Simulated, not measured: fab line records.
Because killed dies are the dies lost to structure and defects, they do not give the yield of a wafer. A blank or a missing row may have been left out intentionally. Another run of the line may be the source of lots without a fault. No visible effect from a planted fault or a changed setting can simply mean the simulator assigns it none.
Chamber matching ; flow n5 finfet ; rie diel-03 running N5_HKMG_FIN_STRIP_92: 4 sister chambers
The step strips SOC in N2/H2, time 20 s. 16 wafers are shown with their chamber, then 8 later ones without.

== WAFERS, EACH WITH ITS CHAMBER ==
wafer;chamber;drypump motor current A (A);throttle valve pct (%);showerhead plenum p Torr (Torr)
L077.2;1;5.7;19.8;3.48
L077.5;1;5.7;19.8;3.49
L077.6;0;5.3;19.1;3.22
L078.3;0;5.4;19.1;3.22
L078.4;2;5.7;19.5;3.17
L078.6;3;6.6;18.3;3.53
L082.1;1;5.7;19.8;3.48
L082.3;0;5.3;19.1;3.21
L082.4;0;5.3;19.1;3.21
L088.1;2;5.7;19.1;3.57
L088.5;1;5.7;19.9;3.47
L088.6;2;5.7;19.1;3.57
L089.2;1;5.7;19.8;3.47
L089.5;1;5.7;19.8;3.47
L089.6;2;5.7;19.1;3.57
L091.1;3;6.6;18.3;3.52

SIGNATURES, as means of the wafers listed above
reading;chamber 0;chamber 1;chamber 2;chamber 3;scatter within a chamber
drypump motor current A;5.325;5.700;5.700;6.600;0.025
throttle valve pct;19.100;19.817;19.200;18.300;0.103
showerhead plenum p Torr;3.2150;3.4767;3.4700;3.5250;0.1
Rule: distance of a wafer from a chamber = root of the sum over the readings of ((wafer's reading minus chamber's mean) / reading's scatter) squared. If the next closest chamber is less than 2 further off than the closest, the wafer can't be placed; otherwise it belongs to the closest. The scatter: take each reading less its chamber's mean, square it, sum over the shown wafers, divide by the number of wafers less the number of chambers, and take the root.

== WAFERS WITH NO CHAMBER GIVEN ==
wafer;drypump motor current A (A);throttle valve pct (%);showerhead plenum p Torr (Torr)
L091.2;5.4;19.1;3.20
L091.3;5.7;19.9;3.47
L096.1;6.6;18.3;3.51
L096.2;5.8;19.1;3.56
L096.4;6.6;18.3;3.51
L097.2;5.7;19.2;3.56
L097.3;5.7;19.5;3.47
L097.5;6.6;18.4;3.51

== CHAMBER TAKEN BY EACH ==
wafer;from the rows above;in truth
L091.2;0;0
L091.3;1;1
L096.1;3;3
L096.2;2;2
L096.4;3;3
L097.2;2;2
L097.3;can't be placed: 2 or 1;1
L097.5;3;3
Placed correctly: 7 of 8. Unplaceable from these rows: 1, with the true chamber sitting among the candidates in 1. Wrongly placed: 0.
